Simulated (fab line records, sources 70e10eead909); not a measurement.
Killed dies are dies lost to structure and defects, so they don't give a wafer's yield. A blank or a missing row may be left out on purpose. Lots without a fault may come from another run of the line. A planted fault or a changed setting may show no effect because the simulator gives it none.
A struck lot beside a sound one | flow nand_harc | 15 steps out of a route of 1159
Sound: wafers L296.1, L296.4, L296.5. Struck: wafers L307.2, L307.4, L307.6. The cause comes at the end.
At each step with rows: each side's tool, then ch and its chambers, then its first start. Under that, the readings that differ: sound wafers | struck wafers | difference of the means | sigmas: that difference in standard deviations of wafers without a fault.
alike: readings whose means differ by less than 2 such deviations, and words and numbers that are the same on both sides. not compared: withheld readings, readings that some wafer has no value for, bounds like >300 that may hide the same value, and numbers for which the record gives no deviation and whose values overlap.
The two part at a step that has a row with sigmas, a row that says differs or no value, or rows on one side only. Numbers that don't overlap but have no deviation are shown without sigmas and don't part them. A reading that every wafer of one side lacks parts them only if that side has two wafers or more.

NHARC_P_GATE_ETCHBACK_37: etches the open film in CHF3/O2, target depth 34.5 nm, time 17.2 s.
  sound on rie_diel-11 ch 0,3; struck on rie_diel-11 ch 0,1,2
  alike: drypump_motor_current_A, oes_product_au, rf_vpp_V, showerhead_plenum_p_Torr, throttle_valve_pct
  not compared: rf_hours_counter_h
NHARC_P_GATE_STRIP_101: strips in O2, time 20 s.
  sound on rie_diel-11 ch 1,2, day 6 13:01; struck on rie_diel-11 ch 0,2,3, day 9 07:12
  reading                | sound                | struck               | difference | sigmas
  throttle_valve_pct (%) | 17.024 17.029 17.024 | 17.050 17.043 17.040 | +0.019     | +2
  alike: drypump_motor_current_A, oes_product_au, rf_vpp_V, showerhead_plenum_p_Torr
  not compared: rf_hours_counter_h
then, 10 steps without rows for these wafers: NHARC_P_GATE_PRECLEAN_97 (cleans in SPM, time 600 s); NHARC_P_GATE_SRD_98; NHARC_P_GATE_PRECLEAN_99 (cleans in SC1); NHARC_P_GATE_SRD_100; NHARC_P_GATE_DEHYDRATE_38 (time 120 s); NHARC_P_GATE_HMDS_39 (time 30 s); NHARC_P_GATE_COAT_40; NHARC_P_GATE_SOFTBAKE_41 (time 95 s); NHARC_P_GATE_EBR_42; NHARC_P_GATE_EXPOSE_43 (exposes mask P NSD, target cd 720 nm).
NHARC_P_GATE_PEB_44: peb time 85 s.
  sound on litho_track-07 ch 0, day 6 13:51; struck on litho_track-02 ch 0, day 9 08:02
  reading                  | sound                | struck               | difference | sigmas
  heater_power_total_W (W) | 164.46 163.64 164.32 | 166.10 166.81 166.83 | +2.44      | +9
  plate_temp_C (C)         | 117.94 118.05 118.24 | 119.38 119.44 119.36 | +1.32      | +10
  alike: chill_plate_temp_C
then, 1 step without rows for these wafers: NHARC_P_GATE_DEVELOP_45 (time 70 s).
-- the record jumps here: 14 days lie between the struck wafers' starts before and after (it left off in module P_GATE and takes up again in module END, whose first step shown is number 1159 of the route) --
NHARC_END_SORT_01:
  the record has rows for the struck wafers here (prober-02 ch 0, day 23 11:09) and none for the sound ones

WHERE THEY PART
First at NHARC_P_GATE_STRIP_101; last, within this record, at NHARC_END_SORT_01.

WHY: what the simulator had put in
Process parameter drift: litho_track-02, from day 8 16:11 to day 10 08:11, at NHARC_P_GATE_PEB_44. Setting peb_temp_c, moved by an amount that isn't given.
